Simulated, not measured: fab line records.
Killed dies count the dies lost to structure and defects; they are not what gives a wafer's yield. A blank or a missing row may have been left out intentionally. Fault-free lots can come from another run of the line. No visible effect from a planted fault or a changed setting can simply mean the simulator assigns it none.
Matching of chambers + flow n5-finfet + N5_BEOL_M6_DEP_56 on pecvd-01: 3 sister chambers
The step deposits SiCN from 3MS/NH3, target thk 10 nm, time 17.5 s. 20 wafers are shown with their chamber, then 10 later ones without.

== WAFERS, EACH WITH ITS CHAMBER ==
| wafer  | chamber | throttle-valve-pct (%) | showerhead-plenum-p-Torr (Torr) |
|--------|---------|------------------------|---------------------------------|
| L074.3 | 2       | 8.5                    | 3.663                           |
| L074.4 | 2       | 8.6                    | 3.663                           |
| L074.5 | 0       | 10.3                   | 3.650                           |
| L075.3 | 1       | 10.3                   | 3.661                           |
| L075.4 | 0       | 10.3                   | 3.658                           |
| L075.6 | 1       | 10.2                   | 3.658                           |
| L077.4 | 0       | 10.6                   | 3.650                           |
| L077.5 | 1       | 10.2                   | 3.658                           |
| L077.6 | 2       | 8.9                    | 3.655                           |
| L080.2 | 1       | 9.9                    | 3.655                           |
| L080.5 | 2       | 8.5                    | 3.654                           |
| L080.6 | 1       | 10.3                   | 3.667                           |
| L079.1 | 0       | 10.2                   | 3.648                           |
| L079.5 | 2       | 8.9                    | 3.659                           |
| L079.6 | 0       | 10.2                   | 3.640                           |
| L084.1 | 1       | 10.2                   | 3.665                           |
| L084.4 | 0       | 10.3                   | 3.648                           |
| L084.5 | 2       | 8.7                    | 3.645                           |
| L088.1 | 2       | 8.6                    | 3.661                           |
| L088.2 | 1       | 10.1                   | 3.664                           |

SIGNATURES (averages over the wafers above)
| reading                  | chamber 0 | chamber 1 | chamber 2 | scatter within a chamber |
|--------------------------|-----------|-----------|-----------|--------------------------|
| throttle-valve-pct       | 10.317    | 10.171    | 8.671     | 0.153                    |
| showerhead-plenum-p-Torr | 3.64900   | 3.66114   | 3.65714   | 0.00558                  |
Rule: for a wafer and a chamber, the distance is found by dividing, reading by reading, the gap between the wafer's reading and the chamber's mean by the reading's scatter, squaring, summing and taking the root. If the next closest chamber is less than 2 further off than the closest, the wafer can't be placed; otherwise it belongs to the closest. The scatter: the root of (the sum of the squares of (reading less its chamber's mean) over the shown wafers, divided by (wafers less chambers)).

== WAFERS WITH NO CHAMBER GIVEN ==
| wafer  | throttle-valve-pct (%) | showerhead-plenum-p-Torr (Torr) |
|--------|------------------------|---------------------------------|
| L088.3 | 10.6                   | 3.644                           |
| L085.2 | 10.6                   | 3.651                           |
| L085.4 | 10.6                   | 3.649                           |
| L085.5 | 10.1                   | 3.678                           |
| L091.1 | 8.6                    | 3.656                           |
| L091.3 | 10.6                   | 3.644                           |
| L091.6 | 10.2                   | 3.666                           |
| L093.2 | 8.6                    | 3.662                           |
| L093.3 | 10.6                   | 3.637                           |
| L093.6 | 10.1                   | 3.655                           |

== WHICH CHAMBER EACH ONE RAN IN ==
| wafer  | from the rows above     | in truth |
|--------|-------------------------|----------|
| L088.3 | 0                       | 0        |
| L085.2 | can't be placed: 0 or 1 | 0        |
| L085.4 | can't be placed: 0 or 1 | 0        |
| L085.5 | 1                       | 1        |
| L091.1 | 2                       | 2        |
| L091.3 | 0                       | 0        |
| L091.6 | 1                       | 1        |
| L093.2 | 2                       | 2        |
| L093.3 | 0                       | 0        |
| L093.6 | can't be placed: 1 or 0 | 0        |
Correct placement for 7 of the 10. Can't be placed from these rows: 3 (the true chamber is among the candidates in 3). 0 placed wrongly.
